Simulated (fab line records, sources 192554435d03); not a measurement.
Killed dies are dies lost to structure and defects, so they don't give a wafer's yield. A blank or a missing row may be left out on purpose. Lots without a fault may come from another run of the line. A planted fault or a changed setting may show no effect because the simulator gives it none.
A struck lot beside a sound one | flow n5_finfet | 34 steps out of a route of 1938
Sound: wafers L470.4, L470.5, L470.6. Struck: wafer L465.6. (L465.4, L465.5 of the same lot were not struck and are left out.) The cause comes at the end.
At each step with rows: each side's tool, then ch and its chambers, then its first start. Under that, the readings that differ: sound wafers | struck wafers | difference of the means | sigmas: that difference in standard deviations of wafers without a fault.
alike: readings whose means differ by less than 2 such deviations, and words and numbers that are the same on both sides. not compared: withheld readings, readings that some wafer has no value for, bounds like >300 that may hide the same value, and numbers for which the record gives no deviation and whose values overlap.
The two part at a step that has a row with sigmas, a row that says differs or no value, or rows on one side only. Numbers that don't overlap but have no deviation are shown without sigmas and don't part them. A reading that every wafer of one side lacks parts them only if that side has two wafers or more.

first, 10 steps without rows for these wafers: N5_BEOL_M8_STRIP_36 (strips in N2/H2); N5_BEOL_M8_TRENCH_ETCH_37 (etches SiCOH lowk in C4F6/O2, target depth 93.478 nm, time 31.2 s); N5_BEOL_M8_ETCH_41 (etches SiCN in CH3F/O2, target depth 31.9 nm, time 57.8 s); N5_BEOL_M8_STRIP_80 (strips in N2/H2, time 10 s); N5_BEOL_M8_HM_STRIP_39 (strips TiN in peroxide tin strip, target depth 25 nm, time 158 s); N5_BEOL_M8_SRD_40 (time 30 s); N5_BEOL_M8_PRECLEAN_42 (cleans in residue remover, time 60 s); N5_BEOL_M8_SRD_43 (time 30 s); N5_BEOL_M8_CURE_75 (cures SiCOH lowk, time 120 s); N5_BEOL_M8_DEGAS_44 (time 60 s).
N5_BEOL_M8_PRE_CLEAN_45: time 30 s.
  sound on pvd_sputter-03, day 15 08:50; struck on pvd_sputter-02, day 14 12:48
  alike: heater_power_w
then, 22 steps without rows for these wafers: N5_BEOL_M8_ALD_77 (deposits TaN, target thk 2 nm, pulse time 2 s, purge time 3 s); N5_BEOL_M8_SURFACE_TREAT_79; N5_BEOL_M8_CVD_78 (deposits Co from CCTBA/H2, target thk 2 nm, time 142.3 s); N5_BEOL_M8_SPUTTER_48 (material Cu, target thk 10 nm, time 1.667 s); N5_BEOL_M8_ECD_50 (material Cu, target thk 300 nm); N5_BEOL_M8_ANNEAL_51 (time 90 s); N5_BEOL_M8_CMP_52 (polishes, stops on SiCOH lowk, t overpolish 6.9 s, target thk 80 nm); N5_BEOL_M8_PRE_CLEAN_55 (time 15 s); N5_BEOL_M8_DEP_56 (deposits SiCN from 3MS/NH3, target thk 10 nm, time 17.5 s); N5_BEOL_M9_ILD_DEP_00 (deposits SiCOH lowk from DEMS/porogen, target thk 308.51 nm, time 58 s); N5_BEOL_M9_CURE_71 (cures SiCOH lowk, time 240 s); N5_BEOL_M9_PECVD_70 (deposits SiO2 from TEOS/O2, target thk 20 nm, time 22.7 s); N5_BEOL_M9_HM_DEP_02 (deposits TiN, target thk 20 nm); N5_BEOL_M9_COAT_59 (time 60 s, resist thk 100 nm); N5_BEOL_M9_COAT_60 (time 60 s, resist thk 30 nm); N5_BEOL_M9_COAT_05 (resist thk 90 nm); N5_BEOL_M9_EBR_07; N5_BEOL_M9_SOFTBAKE_06 (time 60 s); N5_BEOL_M9_EXPOSE_08 (exposes mask M9); N5_BEOL_M9_PEB_09 (peb time 60 s); N5_BEOL_M9_DEVELOP_10 (develop time 30 s); N5_BEOL_M9_DESCUM_16 (chemistry O2, time 7.9 s).
-- the record jumps here: 3 days lie between the struck wafers' starts before and after (it left off in module BEOL_M9 and takes up again in module PASSIVATION, whose first step shown is number 1936 of the route) --
N5_PASSIVATION_PROBE_49:
  the record has rows for the struck wafers here (prober-02, day 17 10:45) and none for the sound ones

WHERE THEY PART
Only at N5_PASSIVATION_PROBE_49, within this record.

WHY: what the simulator had put in
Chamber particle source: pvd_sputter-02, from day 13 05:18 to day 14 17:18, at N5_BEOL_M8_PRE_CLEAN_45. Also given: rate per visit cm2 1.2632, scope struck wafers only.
